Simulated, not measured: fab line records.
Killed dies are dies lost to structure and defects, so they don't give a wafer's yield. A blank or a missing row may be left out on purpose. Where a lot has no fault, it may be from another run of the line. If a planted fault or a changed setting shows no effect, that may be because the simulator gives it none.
Chamber matching	flow nand harc	NHARC_A_BLC_STRIP_29 on rie diel-03 has 4 sister chambers
The step strips in CF4. 8 wafers are shown with their chamber, then 8 later ones without.

## WAFERS PAIRED WITH THEIR CHAMBERS
wafer	chamber	showerhead plenum p Torr (Torr)	drypump motor current A (A)
L456.3	3	1.74	5.0
L456.5	1	1.75	5.8
L464.5	3	1.74	5.0
L465.3	0	1.83	6.1
L469.1	2	1.71	5.0
L469.3	0	1.83	6.0
L469.5	2	1.71	5.1
L468.2	1	1.74	5.9

## WAFERS WITHOUT THEIR CHAMBER
wafer	showerhead plenum p Torr (Torr)	drypump motor current A (A)
L468.3	1.83	6.0
L468.5	1.74	5.8
L467.2	1.74	5.8
L467.4	1.83	6.0
L467.5	1.74	5.9
L476.2	1.83	6.1
L476.3	1.74	5.9
L476.5	1.83	6.1

## EACH ONE'S CHAMBER
wafer	from the rows above	in truth
L468.3	0	0
L468.5	1	1
L467.2	1	1
L467.4	0	0
L467.5	1	1
L476.2	0	0
L476.3	1	1
L476.5	0	0
Correctly placed: 8 of 8. Can't be placed from these rows: 0. Placed wrongly: 0.
How it was worked out, from the rows above alone: a wafer's distance from a chamber is the root of the sum, over the readings, of the square of ((its reading less the chamber's mean) divided by the reading's scatter). The wafer belongs to the nearest chamber; if the next one is less than 2 further off, it can't be placed. The mean given for a chamber averages the wafers shown for that chamber. The scatter is the square root of a quotient: the sum, over the shown wafers, of each reading's squared deviation from its chamber's mean, divided by wafers minus chambers.
